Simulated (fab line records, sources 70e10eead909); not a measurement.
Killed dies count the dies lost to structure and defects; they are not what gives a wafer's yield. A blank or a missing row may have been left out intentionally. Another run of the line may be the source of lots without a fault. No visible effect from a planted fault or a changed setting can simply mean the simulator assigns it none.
Which tool was responsible? | flow nand harc | 24 lots with 72 wafers sampled at 6 steps, on a route of 1302 steps

## WHAT THE GAUGES SHOWED, per wafer
NHARC_A_SGD_CUT_CD_MEAS_09 targets a cd of 100 nm. Usual: cd nm reads 100.1 nm (standard deviation 0.56).
lot  | measured     | on        | cd nm (nm)        | flag
L075 | day 19 15:32 | cd sem-02 | 101.4 99.9 100.2  |
L074 | day 19 15:43 | cd sem-01 | 99.9 99.5 99.9    |
L076 | day 20 16:10 | cd sem-03 | 100.0 100.6 98.9  |
L077 | day 20 15:51 | cd sem-01 | 100.5 99.8 100.1  |
L078 | day 20 19:05 | cd sem-01 | 100.3 101.2 101.4 |
L080 | day 21 02:02 | cd sem-03 | 100.5 100.0 100.1 |
L079 | day 22 07:10 | cd sem-02 | 100.5 99.3 99.4   |
L081 | day 22 22:11 | cd sem-02 | 100.1 100.0 99.7  |
L082 | day 23 01:21 | cd sem-02 | 99.5 99.8 100.1   |
L083 | day 22 22:26 | cd sem-02 | 99.5 99.5 100.3   |
L084 | day 22 21:50 | cd sem-01 | 99.5 100.0 99.2   |
L085 | day 23 22:07 | cd sem-03 | 100.1 99.4 99.5   |
L086 | day 23 22:43 | cd sem-03 | 100.4 100.5 101.2 |
L087 | day 24 20:13 | cd sem-03 | 100.3 99.0 99.9   |
L088 | day 24 20:04 | cd sem-02 | 100.6 99.7 100.1  |
L089 | day 25 17:28 | cd sem-02 | 99.4 100.4 100.9  |
L090 | day 26 02:44 | cd sem-01 | 99.6 99.6 99.7    |
L092 | day 26 02:23 | cd sem-03 | 99.4 100.2 100.4  |
L091 | day 26 02:33 | cd sem-02 | 100.2 99.8 99.8   |
L093 | day 27 01:21 | cd sem-03 | 100.5 101.1 101.2 |
L094 | day 27 23:06 | cd sem-02 | 100.8 100.0 101.0 |
L096 | day 28 08:49 | cd sem-02 | 100.4 100.4 100.0 |
L095 | day 28 14:05 | cd sem-02 | 100.1 100.3 100.8 |
L097 | day 29 10:00 | cd sem-02 | 100.5 101.1 99.7  |

NHARC_A_SLIT_CD_MEAS_09 targets a cd of 300 nm. Usual: cd nm reads 299.9 nm (standard deviation 0.59).
lot  | measured     | on        | cd nm (nm)        | flag
L075 | day 20 07:27 | cd sem-01 | 299.0 300.5 299.7 |
L074 | day 20 09:03 | cd sem-01 | 299.5 299.8 300.0 |
L076 | day 21 03:59 | cd sem-01 | 300.4 300.4 300.5 |
L077 | day 21 05:35 | cd sem-02 | 300.2 300.6 300.0 |
L078 | day 21 05:49 | cd sem-03 | 300.6 300.1 299.9 |
L080 | day 21 16:20 | cd sem-01 | 300.5 300.0 299.6 |
L079 | day 22 21:31 | cd sem-03 | 299.9 299.6 299.1 |
L081 | day 23 10:57 | cd sem-03 | 298.8 299.3 298.6 |
L082 | day 23 13:38 | cd sem-01 | 300.3 299.3 300.2 |
L083 | day 23 11:41 | cd sem-02 | 299.9 300.0 299.9 |
L084 | day 23 09:46 | cd sem-03 | 300.0 300.1 299.7 |
L085 | day 24 11:41 | cd sem-02 | 300.9 300.1 300.3 |
L086 | day 24 10:03 | cd sem-03 | 300.8 300.7 300.6 |
L087 | day 25 09:15 | cd sem-03 | 300.3 300.2 300.0 |
L088 | day 25 09:23 | cd sem-02 | 299.7 299.9 299.7 |
L089 | day 26 07:50 | cd sem-03 | 300.2 300.1 300.2 |
L090 | day 26 19:08 | cd sem-02 | 300.1 300.5 299.9 |
L092 | day 26 15:16 | cd sem-01 | 299.5 299.9 300.1 |
L091 | day 26 18:44 | cd sem-01 | 300.0 299.6 300.0 |
L093 | day 27 13:23 | cd sem-01 | 299.4 300.6 299.4 |
L094 | day 28 14:26 | cd sem-02 | 299.4 298.5 298.9 |
L096 | day 28 21:23 | cd sem-01 | 301.0 301.1 300.7 |
L095 | day 29 10:07 | cd sem-01 | 299.3 298.7 299.2 |
L097 | day 29 21:14 | cd sem-03 | 300.8 300.1 299.8 |

## WHICH TOOL RAN EACH LOT (tool, then ch and the chambers of the sampled wafers, then the start)
lot  | NHARC_A_STAIRCASE_ALD_420        | NHARC_A_STAIRCASE_DEP_325       | NHARC_A_STAIRCASE_CMP_450     | NHARC_A_STAIRCASE_CMP_472
L075 | ald hk-03 ch 1,2,3, day 17 16:47 | pecvd-02 ch 1,2, day 18 21:48   | cmp-02 ch 0,1,3, day 19 12:55 | cmp-02 ch 1,2,3, day 19 14:36
L074 | ald hk-03 ch 2,3, day 17 17:37   | pecvd-03 ch 1,2, day 18 21:37   | cmp-01 ch 0,1,3, day 19 13:05 | cmp-01 ch 0,2,3, day 19 14:37
L076 | ald hk-04 ch 1,3, day 18 19:10   | pecvd-03 ch 0,1, day 19 20:25   | cmp-01 ch 0,1,2, day 20 13:35 | cmp-04 ch 0,1,3, day 20 15:02
L077 | ald hk-03 ch 0,2,3, day 18 22:10 | pecvd-02 ch 1,2, day 19 20:31   | cmp-04 ch 1,2,3, day 20 13:17 | cmp-04 ch 0,1, day 20 14:43
L078 | ald hk-03 ch 0,1, day 19 01:56   | pecvd-03 ch 0,2, day 20 00:45   | cmp-02 ch 0,2,3, day 20 16:40 | cmp-02 ch 2,3, day 20 18:05
L080 | ald hk-03 ch 0,1, day 19 09:52   | pecvd-03 ch 0,1,2, day 20 10:20 | cmp-01 ch 0,1,3, day 20 23:32 | cmp-02 ch 0,2,3, day 21 01:03
L079 | ald hk-03 ch 0,2,3, day 20 05:23 | pecvd-02 ch 1,2, day 21 07:50   | cmp-04 ch 0,3, day 22 04:33   | cmp-04 ch 0,2,3, day 22 06:05
L081 | ald hk-04 ch 0,3, day 20 21:10   | pecvd-03 ch 0,1, day 22 05:18   | cmp-02 ch 0,1,2, day 22 19:32 | cmp-01 ch 0,1,2, day 22 21:02
L082 | ald hk-03 ch 0,2,3, day 20 21:19 | pecvd-02 ch 0,1, day 22 05:52   | cmp-01 ch 0,1, day 22 22:52   | cmp-04 ch 1,2,3, day 23 00:23
L083 | ald hk-04 ch 0,1,2, day 20 23:21 | pecvd-04 ch 1,2, day 22 05:17   | cmp-04 ch 1,3, day 22 19:50   | cmp-02 ch 2,3, day 22 21:18
L084 | ald hk-03 ch 1,2,3, day 20 23:39 | pecvd-02 ch 0,2, day 22 05:17   | cmp-01 ch 1,2, day 22 19:15   | cmp-02 ch 2,3, day 22 20:51
L085 | ald hk-01 ch 0,1,2, day 22 04:25 | pecvd-03 ch 0,1,2, day 23 05:34 | cmp-01 ch 0,2,3, day 23 19:30 | cmp-01 ch 0,1,2, day 23 20:59
L086 | ald hk-03 ch 0,1,2, day 22 06:19 | pecvd-02 ch 0,2, day 23 05:34   | cmp-04 ch 0,2, day 23 19:47   | cmp-02 ch 0,1, day 23 21:42
L087 | ald hk-01 ch 1,2,3, day 23 05:20 | pecvd-04 ch 1,2, day 24 04:08   | cmp-04 ch 0,1, day 24 17:37   | cmp-02 ch 0,1,2, day 24 19:07
L088 | ald hk-03 ch 0,2,3, day 23 07:37 | pecvd-02 ch 0,1,2, day 24 03:59 | cmp-01 ch 0,2,3, day 24 17:29 | cmp-04 ch 0,1,2, day 24 18:55
L089 | ald hk-03 ch 0,2,3, day 23 20:14 | pecvd-03 ch 1,2, day 24 22:31   | cmp-04 ch 0,3, day 25 14:24   | cmp-02 ch 0,1,3, day 25 16:22
L090 | ald hk-01 ch 0,3, day 24 08:15   | pecvd-02 ch 0,1,2, day 25 10:22 | cmp-04 ch 0,1, day 26 00:08   | cmp-02 ch 0,1,3, day 26 01:37
L092 | ald hk-01 ch 0,1,3, day 24 10:53 | pecvd-03 ch 1,2, day 25 10:16   | cmp-02 ch 1,2, day 25 23:45   | cmp-01 ch 1,2, day 26 01:12
L091 | ald hk-04 ch 1,2,3, day 24 12:52 | pecvd-04 ch 0,1, day 25 10:16   | cmp-04 ch 0,1, day 25 23:55   | cmp-04 ch 1,2,3, day 26 01:26
L093 | ald hk-04 ch 1,2, day 25 09:05   | pecvd-03 ch 0,2, day 26 09:31   | cmp-04 ch 1,2, day 26 22:41   | cmp-04 ch 0,3, day 27 00:13
L094 | ald hk-03 ch 0,2,3, day 26 04:57 | pecvd-03 ch 0,1,2, day 27 04:29 | cmp-02 ch 0,2,3, day 27 20:29 | cmp-04 ch 1,2,3, day 27 21:58
L096 | ald hk-01 ch 0,2,3, day 26 10:59 | pecvd-02 ch 0,2, day 27 14:31   | cmp-01 ch 0,1, day 28 06:08   | cmp-04 ch 2,3, day 28 07:41
L095 | ald hk-01 ch 0,1,3, day 26 17:34 | pecvd-04 ch 0,1,2, day 27 21:38 | cmp-01 ch 0,2,3, day 28 11:31 | cmp-02 ch 0,1,2, day 28 13:02
L097 | ald hk-01 ch 0,2,3, day 27 14:18 | pecvd-02 ch 0,1,2, day 28 16:45 | cmp-02 ch 2,3, day 29 07:18   | cmp-04 ch 0,1, day 29 08:54
- NHARC_A_STAIRCASE_ALD_420: deposits SiO2, target thk 20 nm, pulse time 6 s, ald cycles 200.
- NHARC_A_STAIRCASE_DEP_325: deposits SiO2, target thk 7200 nm.
- NHARC_A_STAIRCASE_CMP_450: polishes SiO2, target thk 200 nm.
- NHARC_A_STAIRCASE_CMP_472: polishes SiO2.

## WHAT THE TOOLS THEMSELVES READ (means of the sampled wafers that have a number; where no wafer has one, the mark that the record gives instead)
NHARC_A_STAIRCASE_ALD_420. Usual: heater power w 478 W, standard deviation 31; precursor pulse height rel 0.999, standard deviation 0.021.
lot  | tool      | heater power w (W) | precursor pulse height rel | flag
L075 | ald hk-03 | 466                | 1.019                      |
L074 | ald hk-03 | 443                | 0.985                      |
L076 | ald hk-04 | 465                | 1.003                      |
L077 | ald hk-03 | 465                | 1.011                      |
L078 | ald hk-03 | 500                | 1.012                      |
L080 | ald hk-03 | 492                | 0.998                      |
L079 | ald hk-03 | 462                | 1.010                      |
L081 | ald hk-04 | 465                | 1.005                      |
L082 | ald hk-03 | 466                | 0.988                      |
L083 | ald hk-04 | 501                | 0.989                      |
L084 | ald hk-03 | 461                | 0.994                      |
L085 | ald hk-01 | 464                | 0.972                      |
L086 | ald hk-03 | 500                | 1.006                      |
L087 | ald hk-01 | 477                | 1.010                      |
L088 | ald hk-03 | 467                | 1.002                      |
L089 | ald hk-03 | 471                | 0.990                      |
L090 | ald hk-01 | 479                | 0.989                      |
L092 | ald hk-01 | 489                | 0.987                      |
L091 | ald hk-04 | 488                | 1.007                      |
L093 | ald hk-04 | 519                | 1.002                      |
L094 | ald hk-03 | 458                | 0.998                      |
L096 | ald hk-01 | 466                | 1.006                      |
L095 | ald hk-01 | 492                | 0.987                      |
L097 | ald hk-01 | 466                | 0.993                      |

NHARC_A_STAIRCASE_DEP_325. Usual: heater power w reads 660 W (standard deviation 73).
lot  | tool     | heater power w (W) | flag
L075 | pecvd-02 | 656                |
L074 | pecvd-03 | 703                |
L076 | pecvd-03 | 712                |
L077 | pecvd-02 | 650                |
L078 | pecvd-03 | 665                |
L080 | pecvd-03 | 690                |
L079 | pecvd-02 | 680                |
L081 | pecvd-03 | 720                |
L082 | pecvd-02 | 655                |
L083 | pecvd-04 | 654                |
L084 | pecvd-02 | 586                |
L085 | pecvd-03 | 743                |
L086 | pecvd-02 | 664                |
L087 | pecvd-04 | 581                |
L088 | pecvd-02 | 677                |
L089 | pecvd-03 | 716                |
L090 | pecvd-02 | 638                |
L092 | pecvd-03 | 649                |
L091 | pecvd-04 | 667                |
L093 | pecvd-03 | 692                |
L094 | pecvd-03 | 714                |
L096 | pecvd-02 | 561                |
L095 | pecvd-04 | 723                |
L097 | pecvd-02 | 609                |

NHARC_A_STAIRCASE_CMP_450. Usual: motor current A reads 11.7 A (standard deviation 1.7).
lot  | tool   | motor current A (A) | flag
L075 | cmp-02 | 11.6                |
L074 | cmp-01 | 11.4                |
L076 | cmp-01 | 11.5                |
L077 | cmp-04 | 11.7                |
L078 | cmp-02 | 11.8                |
L080 | cmp-01 | 11.1                |
L079 | cmp-04 | 13.7                |
L081 | cmp-02 | 11.0                |
L082 | cmp-01 | 12.0                |
L083 | cmp-04 | 14.0                |
L084 | cmp-01 | 11.7                |
L085 | cmp-01 | 11.1                |
L086 | cmp-04 | 11.2                |
L087 | cmp-04 | 11.2                |
L088 | cmp-01 | 10.9                |
L089 | cmp-04 | 14.9                |
L090 | cmp-04 | 12.0                |
L092 | cmp-02 | 11.2                |
L091 | cmp-04 | 10.8                |
L093 | cmp-04 | 9.8                 |
L094 | cmp-02 | 12.2                |
L096 | cmp-01 | 12.3                |
L095 | cmp-01 | 10.9                |
L097 | cmp-02 | 12.3                |

NHARC_A_STAIRCASE_CMP_472. Usual: motor current A reads 11.7 A (standard deviation 1.6).
lot  | tool   | motor current A (A) | flag
L075 | cmp-02 | 11.6                |
L074 | cmp-01 | 11.0                |
L076 | cmp-04 | 13.1                |
L077 | cmp-04 | 12.0                |
L078 | cmp-02 | 11.8                |
L080 | cmp-02 | 12.2                |
L079 | cmp-04 | 12.3                |
L081 | cmp-01 | 11.2                |
L082 | cmp-04 | 11.4                |
L083 | cmp-02 | 12.4                |
L084 | cmp-02 | 12.9                |
L085 | cmp-01 | 11.4                |
L086 | cmp-02 | 10.4                |
L087 | cmp-02 | 11.1                |
L088 | cmp-04 | 11.2                |
L089 | cmp-02 | 11.5                |
L090 | cmp-02 | 11.6                |
L092 | cmp-01 | 11.3                |
L091 | cmp-04 | 12.2                |
L093 | cmp-04 | 13.8                |
L094 | cmp-04 | 11.8                |
L096 | cmp-04 | 11.9                |
L095 | cmp-02 | 10.7                |
L097 | cmp-04 | 11.0                |

## THE ANSWER, worked out from the rows above alone
Rule: a lot is off if the mean of its wafers that have a number lies more than 3 standard deviations from the usual mean. A lot without any number at a reading at which 4 lots or more have one is off too. All remaining lots with rows at the step are treated as sound. After the gauges, taken in route order, come the tools' own readings; for these a lot's mean is taken, as printed above. At the first step where some lot is off, the reading lying furthest off is the one used; lots without a number count as furthest.
Nothing can be told from this: no lot is off at any reading shown.

## WHAT HAD BEEN PUT IN BY THE SIMULATOR
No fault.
